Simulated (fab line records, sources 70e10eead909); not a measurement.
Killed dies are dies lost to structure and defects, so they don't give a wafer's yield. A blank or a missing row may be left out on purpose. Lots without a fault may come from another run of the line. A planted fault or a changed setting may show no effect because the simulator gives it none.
Chamber matching | flow nand_harc | NHARC_HYBRID_BOND_ACTIVATE_00 on rie_diel-05: 4 sister chambers
The step chemistry N2, time 60 s. 22 wafers are shown with their chamber, then 11 later ones without.

WAFERS WITH THEIR CHAMBER
wafer  | chamber | showerhead_plenum_p_Torr (Torr) | drypump_motor_current_A (A) | oes_product_au (a.u.)
L421.1 | 1       | 1.68                            | 5.54                        | 1.027
L421.5 | 0       | 1.83                            | 5.50                        | 0.988
L421.6 | 1       | 1.68                            | 5.54                        | 1.021
L422.1 | 3       | 1.80                            | 5.57                        | 1.004
L422.2 | 0       | 1.83                            | 5.49                        | 0.988
L422.6 | 3       | 1.80                            | 5.59                        | 1.009
L425.3 | 3       | 1.80                            | 5.61                        | 1.003
L425.4 | 2       | 1.68                            | 6.16                        | 1.014
L425.6 | 3       | 1.80                            | 5.56                        | 0.999
L427.3 | 2       | 1.68                            | 6.16                        | 0.999
L427.4 | 3       | 1.80                            | 5.58                        | 1.006
L427.5 | 2       | 1.68                            | 6.15                        | 0.998
L428.1 | 1       | 1.68                            | 5.54                        | 1.010
L428.2 | 0       | 1.83                            | 5.50                        | 0.986
L428.6 | 3       | 1.79                            | 5.53                        | 0.983
L429.1 | 2       | 1.68                            | 6.15                        | 1.011
L429.2 | 0       | 1.83                            | 5.52                        | 0.985
L429.6 | 3       | 1.80                            | 5.61                        | 0.993
L431.2 | 0       | 1.83                            | 5.48                        | 0.983
L431.3 | 2       | 1.68                            | 6.16                        | 1.007
L431.5 | 0       | 1.83                            | 5.50                        | 0.990
L432.2 | 0       | 1.83                            | 5.47                        | 0.988

SIGNATURES (means of the wafers above)
reading                  | chamber 0 | chamber 1 | chamber 2 | chamber 3 | scatter within a chamber
showerhead_plenum_p_Torr | 1.8300    | 1.6800    | 1.6800    | 1.7986    | 0.00218
drypump_motor_current_A  | 5.4943    | 5.5400    | 6.1560    | 5.5786    | 0.0191
oes_product_au           | 0.98686   | 1.01933   | 1.00580   | 0.99957   | 0.00693
Rule: a wafer's distance from a chamber is the root of the sum, over the readings, of the square of ((its reading less the chamber's mean) divided by the reading's scatter). The wafer belongs to the nearest chamber; if the next one is less than 2 further off, it can't be placed. The scatter: the root of (the sum of the squares of (reading less its chamber's mean) over the shown wafers, divided by (wafers less chambers)).

WAFERS WITHOUT THEIR CHAMBER
wafer  | showerhead_plenum_p_Torr (Torr) | drypump_motor_current_A (A) | oes_product_au (a.u.)
L432.5 | 1.79                            | 5.58                        | 1.001
L432.6 | 1.68                            | 6.14                        | 1.000
L436.2 | 1.83                            | 5.51                        | 0.984
L436.4 | 1.67                            | 5.56                        | 1.021
L436.6 | 1.67                            | 5.54                        | 1.013
L443.2 | 1.83                            | 5.50                        | 0.981
L443.4 | 1.83                            | 5.53                        | 0.986
L443.6 | 1.68                            | 6.15                        | 1.015
L444.1 | 1.67                            | 5.55                        | 0.996
L444.3 | 1.83                            | 5.52                        | 0.988
L444.5 | 1.79                            | 5.61                        | 0.986

WHICH CHAMBER EACH WENT THROUGH
wafer  | from the rows above | in truth
L432.5 | 3                   | 3
L432.6 | 2                   | 2
L436.2 | 0                   | 0
L436.4 | 1                   | 1
L436.6 | 1                   | 1
L443.2 | 0                   | 0
L443.4 | 0                   | 0
L443.6 | 2                   | 2
L444.1 | 1                   | 1
L444.3 | 0                   | 0
L444.5 | 3                   | 3
Placed correctly: 11 of 11. Can't be placed from these rows: 0. Placed wrongly: 0.
